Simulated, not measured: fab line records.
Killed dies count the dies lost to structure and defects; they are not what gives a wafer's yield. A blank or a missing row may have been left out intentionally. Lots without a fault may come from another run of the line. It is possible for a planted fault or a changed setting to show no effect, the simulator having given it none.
fab line records + flow n5_finfet
record
- lots=7
- wafers=21
route steps=1938 shown MOL_CONTACT_COAG@520 BEOL_M0_SAQP@633 BEOL_M0@721
start_h: hours from the record's first day to the start of the lot's first wafer shown + wait_h: time in hours since the lot's previous step + " same as the row above + L1.1+2: a single row standing in for several wafers + - no value, or no start was given + * or withheld: withheld + < > ~ a bound
route shown NAME@n: names a module that has steps shown in the file, with the first one's number in the route + usual: average and standard deviation across the fault-free wafers + same: alike in all rows + chamber/n: place in a boat + sites: readings site by site + _std_site: how widely they spread, as a standard deviation + _edge_site: outer sites' mean less inner sites' + radius_mm: how far each site lies from the wafer's centre + mask NAME#n: copy n + behind: the most recent tool/chamber to have shaped the wafer + hold: why the lot went on hold/how many hours it stayed there/how the hold came to an end + device: which transistor (n, p or np) failed to switch + end of line: the tests these same wafers got at the end of their route + a step given without rows: its recipe and nothing more + killed: at the first sort, the dies lost to defects and structure; wafer yield is something else + map: a wafer's dies, marking killed ones x, the rest . and places with no die _
set.NAME: setting as actually run; set.NAME@STEP: the setting as run at that earlier step + model.NAME: the simulator's own value behind a step, which no gauge read
lots whose settings were changed on purpose; a table a step, a row a wafer
## steps
# step N5_MOL_CONTACT_COAG_COAT_02
# recipe
- resist=CAR-EUV
- spin_rpm=1500
- resist_thk_nm=30
| lot.wafer  | tool           | chamber | start_h | wait_h | set.spin_rpm | model.CAR-EUV_of_MOL_CONTACT_COAG_COAT_02.thk_nm |
|------------|----------------|---------|---------|--------|--------------|--------------------------------------------------|
| L075.3+4   | litho_track-01 | 0       | -       | -      | 1500         | 30                                               |
| L075.6     | "              | 0       | "       | "      | 1353         | 31.6                                             |
| L076.3+6   | litho_track-03 | 0       | -       | -      | 1500         | 30                                               |
| L076.5     | "              | 0       | "       | "      | 1500         | 29.8                                             |
| L077.1     | litho_track-01 | 0       | -       | -      | 1500         | 30                                               |
| L077.2+3   | "              | 0       | "       | "      | 1660         | 28.4                                             |
| L080.2+3+5 | litho_track-01 | 0       | -       | -      | 1500         | 30                                               |
| L081.3+5+6 | litho_track-03 | 0       | -       | -      | 1500         | 30                                               |
| L083.1+3   | litho_track-01 | 0       | -       | -      | 1500         | 30                                               |
| L083.4     | "              | 0       | "       | "      | 1413         | 31                                               |
| L093.1     | litho_track-01 | 0       | -       | -      | 1500         | 30                                               |
| L093.4     | "              | 0       | "       | "      | 1385         | 31.2                                             |
| L093.5     | "              | 0       | "       | "      | 1500         | 29.8                                             |
# step N5_MOL_CONTACT_COAG_EBR_04
# recipe
- solvent=PGMEA
- ebr_width_mm=1.5
# step N5_MOL_CONTACT_COAG_SOFTBAKE_03
# recipe
- temp_c=110
- time_s=60
- resist=CAR-EUV
# step N5_MOL_CONTACT_COAG_EXPOSE_05
# recipe
- mask_id=CA
- na=0.33
- source_shape=annular
- sigma_inner=0.4
- sigma_outer=0.8
- polarization=unpolarized
- defocus_nm=0
- dose_mj=38.25
# step N5_MOL_CONTACT_COAG_PEB_06
# recipe
- peb_temp_c=100
- peb_time_s=60
- resist=CAR-EUV
# step N5_MOL_CONTACT_COAG_DEVELOP_07
# recipe
- develop_time_s=30
- developer=TMAH
- resist=CAR-EUV
- rinse_liquid=surfactant_rinse
- dry=air_spin
- dev_temp_c=23
| lot.wafer | tool           | chamber | start_h | wait_h | set.spin_rpm@MOL_CONTACT_COAG_COAT_02 | model.CAR-EUV_of_MOL_CONTACT_COAG_COAT_02.thk_nm |
|-----------|----------------|---------|---------|--------|---------------------------------------|--------------------------------------------------|
| L075.3+4  | litho_track-01 | 0       | -       | -      | 1500                                  | 29.6                                             |
| L075.6    | "              | 0       | "       | "      | 1353                                  | 31                                               |
| L076.3+5  | litho_track-01 | 0       | -       | -      | 1500                                  | 29.4                                             |
| L076.6    | "              | 0       | "       | "      | 1500                                  | 29.6                                             |
| L077.1    | litho_track-01 | 0       | -       | -      | 1500                                  | 29.4                                             |
| L077.2+3  | "              | 0       | "       | "      | 1660                                  | 28                                               |
| L080.2    | litho_track-04 | 0       | -       | -      | 1500                                  | 29.4                                             |
| L080.3+5  | "              | 0       | "       | "      | 1500                                  | 29.6                                             |
| L081.3+5  | litho_track-03 | 0       | -       | -      | 1500                                  | 29.4                                             |
| L081.6    | "              | 0       | "       | "      | 1500                                  | 29.6                                             |
| L083.1+3  | litho_track-01 | 0       | -       | -      | 1500                                  | 29.6                                             |
| L083.4    | "              | 0       | "       | "      | 1413                                  | 30.6                                             |
| L093.1    | litho_track-04 | 0       | -       | -      | 1500                                  | 29.6                                             |
| L093.4    | "              | 0       | "       | "      | 1385                                  | 30.6                                             |
| L093.5    | "              | 0       | "       | "      | 1500                                  | 29.4                                             |
# step N5_MOL_CONTACT_COAG_DESCUM_13
# recipe
- chemistry=O2
- time_s=7
- source_power_w=50
- bias_power_w=20
- pressure_mtorr=20
- rf_frequency_hz=2.712e+07
- temp_c=40
- resist=CAR-EUV
- o2_flow_sccm=225
| lot.wafer  | tool        | chamber | start_h | wait_h | set.spin_rpm@MOL_CONTACT_COAG_COAT_02 | model.CAR-EUV_of_MOL_CONTACT_COAG_COAT_02.thk_nm |
|------------|-------------|---------|---------|--------|---------------------------------------|--------------------------------------------------|
| L075.3+4   | rie_diel-03 | 3,0     | 92.95   | 0.0    | 1500                                  | 26                                               |
| L075.6     | "           | 2       | "       | "      | 1353                                  | 27.6                                             |
| L076.3+5   | rie_diel-04 | 3,1     | 97.59   | 0.0    | 1500                                  | 26                                               |
| L076.6     | "           | 2       | "       | "      | 1500                                  | 26.2                                             |
| L077.1     | rie_diel-04 | 0       | 104.86  | 0.0    | 1500                                  | 26                                               |
| L077.2+3   | "           | 2,1     | "       | "      | 1660                                  | 24.6                                             |
| L080.2+3+5 | rie_diel-04 | 3,2,2   | 124.39  | 0.2    | 1500                                  | 26                                               |
| L081.3+5+6 | rie_diel-04 | 2,2,3   | 131.27  | 0.0    | 1500                                  | 26                                               |
| L083.1+3   | rie_diel-06 | 0,2     | 145.52  | 0.2    | 1500                                  | 26.2                                             |
| L083.4     | "           | 1       | "       | "      | 1413                                  | 27                                               |
| L093.1+5   | rie_diel-03 | 0,1     | 202.35  | 0.1    | 1500                                  | 26                                               |
| L093.4     | "           | 1       | "       | "      | 1385                                  | 27.2                                             |
# step N5_MOL_CONTACT_COAG_COAT_76
# recipe
- resist=SiARC
- temp_c=220
- time_s=60
- spin_rpm=1500
- resist_thk_nm=10
| lot.wafer  | tool           | chamber | start_h | wait_h | set.spin_rpm | model.SiARC_of_MOL_CONTACT_COAG_COAT_76.thk_nm |
|------------|----------------|---------|---------|--------|--------------|------------------------------------------------|
| L075.3+4+6 | litho_track-04 | 0       | -       | -      | 1585         | 9.8                                            |
| L076.3     | litho_track-01 | 0       | -       | -      | 1395         | 10.4                                           |
| L076.5+6   | "              | 0       | "       | "      | 1500         | 10                                             |
| L077.1+3   | litho_track-01 | 0       | -       | -      | 1500         | 10                                             |
| L077.2     | "              | 0       | "       | "      | 1443         | 10.2                                           |
| L080.2     | litho_track-01 | 0       | -       | -      | 1356         | 10.4                                           |
| L080.3+5   | "              | 0       | "       | "      | 1356         | 10.6                                           |
| L081.3+5+6 | litho_track-01 | 0       | -       | -      | 1500         | 10                                             |
| L083.1+4   | litho_track-01 | 0       | -       | -      | 1581         | 9.6                                            |
| L083.3     | "              | 0       | "       | "      | 1500         | 10                                             |
| L093.1     | litho_track-03 | 0       | -       | -      | 1500         | 10                                             |
| L093.4+5   | "              | 0       | "       | "      | 1383         | 10.4                                           |
# step N5_MOL_CONTACT_COAG_COAT_78
# recipe
- resist=CAR-EUV
- spin_rpm=1500
- resist_thk_nm=40
| lot.wafer | tool           | chamber | start_h | wait_h | set.spin_rpm | model.CAR-EUV_of_MOL_CONTACT_COAG_COAT_78.thk_nm |
|-----------|----------------|---------|---------|--------|--------------|--------------------------------------------------|
| L075.3    | litho_track-04 | 0       | -       | -      | 1500         | 40.2                                             |
| L075.4    | "              | 0       | "       | "      | 1613         | 38.6                                             |
| L075.6    | "              | 0       | "       | "      | 1613         | 38.8                                             |
| L076.3    | litho_track-01 | 0       | -       | -      | 1500         | 40                                               |
| L076.5+6  | "              | 0       | "       | "      | 1401         | 41.4                                             |
| L077.1    | litho_track-01 | 0       | -       | -      | 1439         | 40.8                                             |
| L077.2+3  | "              | 0       | "       | "      | 1500         | 40                                               |
| L080.2+5  | litho_track-01 | 0       | -       | -      | 1646         | 38.2                                             |
| L080.3    | "              | 0       | "       | "      | 1500         | 40                                               |
| L081.3+6  | litho_track-01 | 0       | -       | -      | 1500         | 39.8                                             |
| L081.5    | "              | 0       | "       | "      | 1500         | 40                                               |
| L083.1    | litho_track-01 | 0       | -       | -      | 1500         | 40                                               |
| L083.3+4  | "              | 0       | "       | "      | 1586         | 39                                               |
| L093.1    | litho_track-03 | 0       | -       | -      | 1500         | 40                                               |
| L093.4    | "              | 0       | "       | "      | 1500         | 40.2                                             |
| L093.5    | "              | 0       | "       | "      | 1568         | 39.2                                             |
# step N5_MOL_CONTACT_COAG_EBR_80
# recipe
- solvent=PGMEA
- ebr_width_mm=1.5
# step N5_MOL_CONTACT_COAG_SOFTBAKE_79
# recipe
- temp_c=110
- time_s=60
- resist=CAR-EUV
# step N5_MOL_CONTACT_COAG_DESCUM_88
# recipe
- chemistry=O2
- time_s=7
- source_power_w=50
- bias_power_w=20
- pressure_mtorr=20
- rf_frequency_hz=2.712e+07
- temp_c=40
- resist=CAR-EUV
- o2_flow_sccm=225
# step N5_MOL_CONTACT_COAG_ETCH_89
# recipe
- chemistry=N2/H2
- target=underlayer
- target_depth_a=130
- mask_material=CAR-EUV
- time_s=10.4
- ion_energy_ev=200
- pressure_mtorr=30
- source_w=840
- bias_w=150
- n2_flow_sccm=200
- h2_flow_sccm=200
- ends=cleared
| lot.wafer | tool        | chamber | start_h | wait_h | set.spin_rpm@MOL_CONTACT_COAG_COAT_78 | model.CAR-EUV_of_MOL_CONTACT_COAG_COAT_78.thk_nm |
|-----------|-------------|---------|---------|--------|---------------------------------------|--------------------------------------------------|
| L075.3    | rie_diel-06 | 0       | 101.86  | 0.0    | 1500                                  | 24.6                                             |
| L075.4    | "           | 3       | "       | "      | 1613                                  | 23.2                                             |
| L075.6    | "           | 0       | "       | "      | 1613                                  | 23.4                                             |
| L076.3    | rie_diel-03 | 3       | 107.48  | 0.0    | 1500                                  | 24.8                                             |
| L076.5    | "           | 0       | "       | "      | 1401                                  | 25.8                                             |
| L076.6    | "           | 1       | "       | "      | 1401                                  | 26                                               |
| L077.1    | rie_diel-04 | 2       | 115.48  | 0.0    | 1439                                  | 25.4                                             |
| L077.2+3  | "           | 3,0     | "       | "      | 1500                                  | 24.6                                             |
| L080.2+5  | rie_diel-06 | 1,3     | 136.22  | 0.0    | 1646                                  | 22.8                                             |
| L080.3    | "           | 0       | "       | "      | 1500                                  | 24.6                                             |
| L081.3    | rie_diel-06 | 0       | 141.41  | 0.0    | 1500                                  | 24.4                                             |
| L081.5+6  | "           | 1,2     | "       | "      | 1500                                  | 24.6                                             |
| L083.1    | rie_diel-06 | 3       | 154.48  | 0.0    | 1500                                  | 24.8                                             |
| L083.3+4  | "           | 0,1     | "       | "      | 1586                                  | 23.6                                             |
| L093.1    | rie_diel-03 | 0       | 211.89  | 0.0    | 1500                                  | 24.6                                             |
| L093.4    | "           | 2       | "       | "      | 1500                                  | 24.8                                             |
| L093.5    | "           | 3       | "       | "      | 1568                                  | 23.8                                             |
# step N5_MOL_CONTACT_COAG_ETCH_90
# recipe
- chemistry=CF4
- target=SiARC
- target_depth_a=130
- mask_material=CAR-EUV
- time_s=21.7
- ion_energy_ev=80
- pressure_mtorr=40
- source_w=545
- bias_w=36
- Ar_flow_sccm=100
- cf4_flow_sccm=100
- ends=cleared
| lot.wafer | tool        | chamber | start_h | wait_h | set.spin_rpm@MOL_CONTACT_COAG_COAT_76 | set.spin_rpm@MOL_CONTACT_COAG_COAT_78 | model.CAR-EUV_of_MOL_CONTACT_COAG_COAT_78.thk_nm | model.etch.depth_nm |
|-----------|-------------|---------|---------|--------|---------------------------------------|---------------------------------------|--------------------------------------------------|---------------------|
| L075.3    | rie_diel-06 | 0       | 101.88  | 0.0    | 1585                                  | 1500                                  | 17.2                                             | 9.759               |
| L075.4    | "           | 3       | "       | "      | 1585                                  | 1613                                  | 15.8                                             | 9.755               |
| L075.6    | "           | 0       | "       | "      | 1585                                  | 1613                                  | 15.8                                             | 9.742               |
| L076.3    | rie_diel-03 | 3       | 107.50  | 0.0    | 1395                                  | 1500                                  | 16.8                                             | 10.32               |
| L076.5    | "           | 0       | "       | "      | 1500                                  | 1401                                  | 18.2                                             | 9.937               |
| L076.6    | "           | 1       | "       | "      | 1500                                  | 1401                                  | 18.4                                             | 9.93                |
| L077.1    | rie_diel-04 | 2       | 115.50  | 0.0    | 1500                                  | 1439                                  | 17.8                                             | 9.962               |
| L077.2    | "           | 3       | "       | "      | 1443                                  | 1500                                  | 17                                               | 10.14               |
| L077.3    | "           | 0       | "       | "      | 1500                                  | 1500                                  | 17                                               | 9.941               |
| L080.2    | rie_diel-06 | 1       | 136.23  | 0.0    | 1356                                  | 1646                                  | 14.6                                             | 10.5                |
| L080.3    | "           | 0       | "       | "      | 1356                                  | 1500                                  | 16.6                                             | 10.54               |
| L080.5    | "           | 3       | "       | "      | 1356                                  | 1646                                  | 14.6                                             | 10.53               |
| L081.3    | rie_diel-06 | 0       | 141.43  | 0.0    | 1500                                  | 1500                                  | 16.8                                             | 10                  |
| L081.5    | "           | 1       | "       | "      | 1500                                  | 1500                                  | 17                                               | 10.01               |
| L081.6    | "           | 2       | "       | "      | 1500                                  | 1500                                  | 16.8                                             | 10.02               |
| L083.1    | rie_diel-06 | 3       | 154.50  | 0.0    | 1581                                  | 1500                                  | 17.2                                             | 9.695               |
| L083.3    | "           | 0       | "       | "      | 1500                                  | 1586                                  | 16                                               | 9.937               |
| L083.4    | "           | 1       | "       | "      | 1581                                  | 1586                                  | 16.2                                             | 9.684               |
| L093.1    | rie_diel-03 | 0       | 211.91  | 0.0    | 1500                                  | 1500                                  | 16.8                                             | 9.993               |
| L093.4    | "           | 2       | "       | "      | 1383                                  | 1500                                  | 16.8                                             | 10.44               |
| L093.5    | "           | 3       | "       | "      | 1383                                  | 1568                                  | 15.8                                             | 10.45               |
# step N5_BEOL_M0_SAQP_ILD_DEP_01
# recipe
- material=SiOC
- target_thk_a=454.19
- temp_c=350
- precursor=DEMS/O2
- pressure_torr=5
- rf_w=500
- time_s=8.7
| lot.wafer | tool     | chamber | start_h | wait_h | set.time_s | model.SiOC_of_BEOL_M0_SAQP_ILD_DEP_01.thk_nm |
|-----------|----------|---------|---------|--------|------------|----------------------------------------------|
| L075.3+6  | pecvd-04 | 2,1     | 109.42  | 0.0    | 8.7        | 45.4                                         |
| L075.4    | "        | 0       | "       | "      | 8.7        | 45.8                                         |
| L076.3    | pecvd-02 | 1       | 114.11  | 0.0    | 7.908      | 41.2                                         |
| L076.5    | "        | 0       | "       | "      | 8.7        | 46.2                                         |
| L076.6    | "        | 1       | "       | "      | 7.908      | 41.8                                         |
| L077.1    | pecvd-03 | 0       | 121.83  | 0.0    | 7.677      | 39.8                                         |
| L077.2    | "        | 1       | "       | "      | 7.677      | 40.6                                         |
| L077.3    | "        | 2       | "       | "      | 8.7        | 44.8                                         |
| L080.2    | pecvd-02 | 1       | 143.02  | 0.0    | 8.7        | 45.6                                         |
| L080.3    | "        | 2       | "       | "      | 9.965      | 51.4                                         |
| L080.5    | "        | 1       | "       | "      | 9.965      | 52.6                                         |
| L081.3+5  | pecvd-04 | 2,0     | 148.19  | 0.0    | 8.7        | 45.4                                         |
| L081.6    | "        | 2       | "       | "      | 8.7        | 46                                           |
| L083.1+4  | pecvd-02 | 0,2     | 161.14  | 0.0    | 9.167      | 47.8                                         |
| L083.3    | "        | 2       | "       | "      | 9.167      | 47                                           |
| L093.1    | pecvd-03 | 0       | 218.37  | 0.0    | 8.7        | 44.8                                         |
| L093.4    | "        | 1       | "       | "      | 9.892      | 52                                           |
| L093.5    | "        | 1       | "       | "      | 8.7        | 46                                           |
# step N5_BEOL_M0_SAQP_PECVD_97
# recipe
- material=SiNx
- target_thk_a=230
- temp_c=350
- precursor=SiH4/NH3/N2
- pressure_torr=1.5
- rf_w=300
- time_s=19.9
| lot.wafer | tool     | chamber | start_h | wait_h | set.time_s | model.SiNx_of_BEOL_M0_SAQP_PECVD_97.thk_nm |
|-----------|----------|---------|---------|--------|------------|--------------------------------------------|
| L075.3    | pecvd-03 | 2       | 111.13  | 0.0    | 17.49      | 19.8                                       |
| L075.4    | "        | 1       | "       | "      | 17.49      | 20.2                                       |
| L075.6    | "        | 2       | "       | "      | 19.9       | 23                                         |
| L076.3    | pecvd-02 | 2       | 115.62  | 0.0    | 19.9       | 22.8                                       |
| L076.5    | "        | 0       | "       | "      | 21.19      | 24.4                                       |
| L076.6    | "        | 1       | "       | "      | 19.9       | 23                                         |
| L077.1+3  | pecvd-03 | 1,0     | 123.71  | 0.0    | 19.9       | 22.4                                       |
| L077.2    | "        | 2       | "       | "      | 18.79      | 21                                         |
| L080.2+5  | pecvd-02 | 1,2     | 143.27  | 0.0    | 19.9       | 22.6                                       |
| L080.3    | "        | 2       | "       | "      | 19.9       | 22.4                                       |
| L081.3    | pecvd-02 | 1       | 149.04  | 0.0    | 19.9       | 23.4                                       |
| L081.5    | "        | 1       | "       | "      | 19.9       | 23.2                                       |
| L081.6    | "        | 0       | "       | "      | 19.9       | 23.6                                       |
| L083.1    | pecvd-03 | 1       | 163.21  | 0.0    | 22.85      | 26.2                                       |
| L083.3+4  | "        | 2       | "       | "      | 19.9       | 22.8                                       |
| L093.1    | pecvd-03 | 1       | 218.67  | 0.0    | 19.9       | 23                                         |
| L093.4+5  | "        | 1       | "       | "      | 19.9       | 23.2                                       |
# step N5_BEOL_M0_SAQP_PECVD_04
# recipe
- material=a-Si
- target_thk_a=600
- temp_c=350
- precursor=SiH4/He
- pressure_torr=3
- rf_w=100
- time_s=60.2
# step N5_BEOL_M0_SAQP_HM_OPEN_112
# recipe
- chemistry=CHF3/O2
- target=SiO2
- stop_on=a-Si
- target_depth_a=120
- over_etch_frac=1.25
- mask_material=SOC
- time_s=13.5
- pressure_mtorr=30
- source_w=650
- bias_w=170
- Ar_flow_sccm=200
- CHF3_flow_sccm=50
- O2_flow_sccm=5
- ion_energy_ev=200
- ends=end_point
# step N5_BEOL_M0_SAQP_STRIP_113
# recipe
- chemistry=CHF3/O2
- resist=SiARC
- rf_frequency_hz=6e+07
# step N5_BEOL_M0_SAQP_MANDREL_ETCH_20
# recipe
- target_depth_a=600
- chemistry=HBr/Cl2
- target=a-Si
- stop_on=SiNx
- bt_time_s=10
- mask_material=SOC
- over_etch_frac=0.5
- time_s=30
- pressure_mtorr=10
- icp_w=800
- bias_w=75
- HBr_flow_sccm=150
- Cl2_flow_sccm=80
- ends=end_point
| lot.wafer | tool      | chamber | start_h | wait_h | set.time_s@BEOL_M0_SAQP_PECVD_97 | model.SiNx_of_BEOL_M0_SAQP_PECVD_97.thk_nm |
|-----------|-----------|---------|---------|--------|----------------------------------|--------------------------------------------|
| L075.3    | rie_si-04 | 1       | 112.11  | 0.0    | 17.49                            | 15                                         |
| L075.4    | "         | 2       | "       | "      | 17.49                            | 15.4                                       |
| L075.6    | "         | 3       | "       | "      | 19.9                             | 18.2                                       |
| L076.3    | rie_si-03 | 2       | 116.60  | 0.0    | 19.9                             | 18                                         |
| L076.5    | "         | 1       | "       | "      | 21.19                            | 19.6                                       |
| L076.6    | "         | 0       | "       | "      | 19.9                             | 18.2                                       |
| L077.1+3  | rie_si-04 | 2,1     | 125.58  | 0.0    | 19.9                             | 17.6                                       |
| L077.2    | "         | 0       | "       | "      | 18.79                            | 16.4                                       |
| L080.2+3  | rie_si-04 | 1,3     | 144.25  | 0.0    | 19.9                             | 17.8                                       |
| L080.5    | "         | 0       | "       | "      | 19.9                             | 18                                         |
| L081.3    | rie_si-03 | 2       | 150.02  | 0.0    | 19.9                             | 18.6                                       |
| L081.5    | "         | 0       | "       | "      | 19.9                             | 18.4                                       |
| L081.6    | "         | 2       | "       | "      | 19.9                             | 19                                         |
| L083.1    | rie_si-03 | 1       | 164.19  | 0.0    | 22.85                            | 21.2                                       |
| L083.3    | "         | 2       | "       | "      | 19.9                             | 18                                         |
| L083.4    | "         | 3       | "       | "      | 19.9                             | 18.2                                       |
| L093.1    | rie_si-03 | 1       | 220.00  | 0.0    | 19.9                             | 18.2                                       |
| L093.4+5  | "         | 0,3     | "       | "      | 19.9                             | 18.6                                       |
# step N5_BEOL_M0_SAQP_STRIP_86
# recipe
- chemistry=N2/H2
- power_w=500
- temp_c=40
- pressure_mtorr=50
- rf_frequency_hz=6e+07
- overash_fraction=0.3
- bias_power_w=28
- h2_frac=0.5
- n2_flow_sccm=300
- h2_flow_sccm=300
# step N5_BEOL_M0_SAQP_STRIP_115
# recipe
- chemistry=post_etch_residue_remover
- time_s=60
- temp_c=25
- remover_ph=withheld
- remover_water_wt_pct=withheld
- remover_fluoride_wt_pct=withheld
# step N5_BEOL_M0_SAQP_SRD_93
# recipe
- dry=ipa_marangoni
- time_s=30
- temp_c=23
- rinse_liquid=diw
# step N5_BEOL_M0_SAQP_RECESS_114
# recipe
- chemistry=HF/NH3
- target=SiO2
- target_depth_a=144
- afs_cycles=3
- temp_c=30
- sublimation_temp_c=180
- sublimation_time_s=60
| lot.wafer | tool          | chamber | start_h | wait_h | set.time_s@BEOL_M0_SAQP_PECVD_97 | model.SiNx_of_BEOL_M0_SAQP_PECVD_97.thk_nm |
|-----------|---------------|---------|---------|--------|----------------------------------|--------------------------------------------|
| L075.3    | vapor_etch-01 | 1       | 112.58  | 0.1    | 17.49                            | 12.4                                       |
| L075.4    | "             | 0       | "       | "      | 17.49                            | 13                                         |
| L075.6    | "             | 0       | "       | "      | 19.9                             | 15.6                                       |
| L076.3    | vapor_etch-01 | 1       | 116.98  | 0.1    | 19.9                             | 15.4                                       |
| L076.5    | "             | 1       | "       | "      | 21.19                            | 17                                         |
| L076.6    | "             | 0       | "       | "      | 19.9                             | 15.6                                       |
| L077.1+3  | vapor_etch-02 | 1       | 125.81  | 0.0    | 19.9                             | 15                                         |
| L077.2    | "             | 0       | "       | "      | 18.79                            | 13.8                                       |
| L080.2+3  | vapor_etch-01 | 1,0     | 144.48  | 0.0    | 19.9                             | 15.2                                       |
| L080.5    | "             | 1       | "       | "      | 19.9                             | 15.4                                       |
| L081.3    | vapor_etch-01 | 0       | 150.37  | 0.1    | 19.9                             | 16.2                                       |
| L081.5    | "             | 0       | "       | "      | 19.9                             | 15.8                                       |
| L081.6    | "             | 1       | "       | "      | 19.9                             | 16.4                                       |
| L083.1    | vapor_etch-02 | 0       | 164.42  | 0.0    | 22.85                            | 18.6                                       |
| L083.3    | "             | 1       | "       | "      | 19.9                             | 15.4                                       |
| L083.4    | "             | 0       | "       | "      | 19.9                             | 15.6                                       |
| L093.1    | vapor_etch-02 | 1       | 220.26  | 0.0    | 19.9                             | 15.6                                       |
| L093.4+5  | "             | 1       | "       | "      | 19.9                             | 16                                         |
# step N5_BEOL_M0_TRENCH_ETCH_107
# recipe
- chemistry=C4F6/O2
- target_depth_a=328
- target=SiOC
- time_s=16.4
- ion_energy_ev=250
- pressure_mtorr=30
- source_w=355
- bias_w=185
- Ar_flow_sccm=300
- C4F6_flow_sccm=10
- O2_flow_sccm=10
| lot.wafer | tool        | chamber | start_h | wait_h | set.target_depth_a | model.BEOL_M0.feature_depth_nm |
|-----------|-------------|---------|---------|--------|--------------------|--------------------------------|
| L075.3+6  | rie_diel-03 | 3       | 118.92  | 0.0    | 328                | 32.2                           |
| L075.4    | "           | 1       | "       | "      | 349.4              | 33.6                           |
| L076.3    | rie_diel-03 | 3       | 124.02  | 0.0    | 355.6              | 35.4                           |
| L076.5    | "           | 1       | "       | "      | 355.6              | 34.4                           |
| L076.6    | "           | 2       | "       | "      | 328                | 32.8                           |
| L077.1    | rie_diel-06 | 3       | 133.01  | 0.0    | 328                | 32.2                           |
| L077.2    | "           | 0       | "       | "      | 328                | 32.4                           |
| L077.3    | "           | 2       | "       | "      | 328                | 32.8                           |
| L080.2+3  | rie_diel-03 | 2,0     | 150.34  | 0.0    | 338                | 33.2                           |
| L080.5    | "           | 2       | "       | "      | 328                | 32.4                           |
| L081.3    | rie_diel-06 | 3       | 156.27  | 0.0    | 328                | 32.4                           |
| L081.5    | "           | 0       | "       | "      | 328                | 32                             |
| L081.6    | "           | 1       | "       | "      | 328                | 32.6                           |
| L083.1    | rie_diel-04 | 3       | 172.23  | 0.0    | 328                | 33.6                           |
| L083.3    | "           | 2       | "       | "      | 328                | 33                             |
| L083.4    | "           | 0       | "       | "      | 346.4              | 35                             |
| L093.1+4  | rie_diel-03 | 2,0     | 228.25  | 0.0    | 298.7              | 29.4                           |
| L093.5    | "           | 2       | "       | "      | 328                | 32.4                           |
# step N5_BEOL_M0_STRIP_142
# recipe
- chemistry=N2/H2
- time_s=10
- power_w=450
- temp_c=40
- pressure_mtorr=20
- rf_frequency_hz=6e+07
- bias_power_w=7
- n2_flow_sccm=200
- h2_flow_sccm=200
# step N5_BEOL_M0_OCD_MEAS_108
# usual
- trench_depth_nm=32.6/0.63
| lot.wafer | tool   | chamber | start_h | wait_h | set.target_depth_a@BEOL_M0_TRENCH_ETCH_107 | trench_depth_nm |
|-----------|--------|---------|---------|--------|--------------------------------------------|-----------------|
| L075.3    | ocd-02 | -       | 119.05  | 0.1    | 328                                        | 32.1            |
| L075.4    | "      | -       | "       | "      | 349.4                                      | 33.4            |
| L075.6    | "      | -       | "       | "      | 328                                        | 31.9            |
| L076.3    | ocd-02 | -       | 124.12  | 0.1    | 355.6                                      | 34.8            |
| L076.5    | "      | -       | "       | "      | 355.6                                      | 34.4            |
| L076.6    | "      | -       | "       | "      | 328                                        | 32.7            |
| L077.1    | ocd-02 | -       | 133.11  | 0.1    | 328                                        | 32.1            |
| L077.2    | "      | -       | "       | "      | 328                                        | 32.6            |
| L077.3    | "      | -       | "       | "      | 328                                        | 33.2            |
| L080.2    | ocd-02 | -       | 150.45  | 0.1    | 338                                        | 33.3            |
| L080.3    | "      | -       | "       | "      | 338                                        | 33.3            |
| L080.5    | "      | -       | "       | "      | 328                                        | 32.6            |
| L081.3    | ocd-02 | -       | 156.38  | 0.1    | 328                                        | 32.4            |
| L081.5    | "      | -       | "       | "      | 328                                        | 32.4            |
| L081.6    | "      | -       | "       | "      | 328                                        | 33.0            |
| L083.1    | ocd-02 | -       | 172.33  | 0.1    | 328                                        | 33.8            |
| L083.3    | "      | -       | "       | "      | 328                                        | 32.9            |
| L083.4    | "      | -       | "       | "      | 346.4                                      | 35.2            |
| L093.1    | ocd-02 | -       | 228.35  | 0.1    | 298.7                                      | 29.6            |
| L093.4    | "      | -       | "       | "      | 298.7                                      | 28.9            |
| L093.5    | "      | -       | "       | "      | 328                                        | 32.7            |
## key
split
- step=N5_MOL_CONTACT_COAG_COAT_02
- setting=spin_rpm
- stated=1500
- by=wafer
response
- step=N5_MOL_CONTACT_COAG_COAT_02
- reading=model.CAR-EUV_of_MOL_CONTACT_COAG_COAT_02.thk_nm
- change=-0.161
- per=1%
- r=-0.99
response
- step=N5_MOL_CONTACT_COAG_DEVELOP_07
- reading=model.CAR-EUV_of_MOL_CONTACT_COAG_COAT_02.thk_nm
- change=-0.142
- per=1%
- r=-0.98
response
- step=N5_MOL_CONTACT_COAG_DESCUM_13
- reading=model.CAR-EUV_of_MOL_CONTACT_COAG_COAT_02.thk_nm
- change=-0.147
- per=1%
- r=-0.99
split
- step=N5_MOL_CONTACT_COAG_COAT_76
- setting=spin_rpm
- stated=1500
- by=wafer
response
- step=N5_MOL_CONTACT_COAG_COAT_76
- reading=model.SiARC_of_MOL_CONTACT_COAG_COAT_76.thk_nm
- change=-0.0576
- per=1%
- r=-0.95
response
- step=N5_MOL_CONTACT_COAG_ETCH_90
- reading=model.etch.depth_nm
- change=-0.0542
- per=1%
- r=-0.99
split
- step=N5_MOL_CONTACT_COAG_COAT_78
- setting=spin_rpm
- stated=1500
- by=wafer
response
- step=N5_MOL_CONTACT_COAG_COAT_78
- reading=model.CAR-EUV_of_MOL_CONTACT_COAG_COAT_78.thk_nm
- change=-0.193
- per=1%
- r=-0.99
response
- step=N5_MOL_CONTACT_COAG_ETCH_89
- reading=model.CAR-EUV_of_MOL_CONTACT_COAG_COAT_78.thk_nm
- change=-0.184
- per=1%
- r=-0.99
response
- step=N5_MOL_CONTACT_COAG_ETCH_90
- reading=model.CAR-EUV_of_MOL_CONTACT_COAG_COAT_78.thk_nm
- change=-0.204
- per=1%
- r=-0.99
split
- step=N5_BEOL_M0_SAQP_ILD_DEP_01
- setting=time_s
- stated=8.7
- by=wafer
response
- step=N5_BEOL_M0_SAQP_ILD_DEP_01
- reading=model.SiOC_of_BEOL_M0_SAQP_ILD_DEP_01.thk_nm
- change=+0.452
- per=1%
- r=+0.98
split
- step=N5_BEOL_M0_SAQP_PECVD_97
- setting=time_s
- stated=19.9
- by=wafer
response
- step=N5_BEOL_M0_SAQP_PECVD_97
- reading=model.SiNx_of_BEOL_M0_SAQP_PECVD_97.thk_nm
- change=+0.237
- per=1%
- r=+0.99
response
- step=N5_BEOL_M0_SAQP_MANDREL_ETCH_20
- reading=model.SiNx_of_BEOL_M0_SAQP_PECVD_97.thk_nm
- change=+0.225
- per=1%
- r=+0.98
response
- step=N5_BEOL_M0_SAQP_RECESS_114
- reading=model.SiNx_of_BEOL_M0_SAQP_PECVD_97.thk_nm
- change=+0.222
- per=1%
- r=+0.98
split
- step=N5_BEOL_M0_TRENCH_ETCH_107
- setting=target_depth_a
- stated=328
- by=wafer
response
- step=N5_BEOL_M0_TRENCH_ETCH_107
- reading=model.BEOL_M0.feature_depth_nm
- change=+0.28
- per=1%
- r=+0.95
response
- step=N5_BEOL_M0_OCD_MEAS_108
- reading=trench_depth_nm
- change=+0.287
- per=1%
- r=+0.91
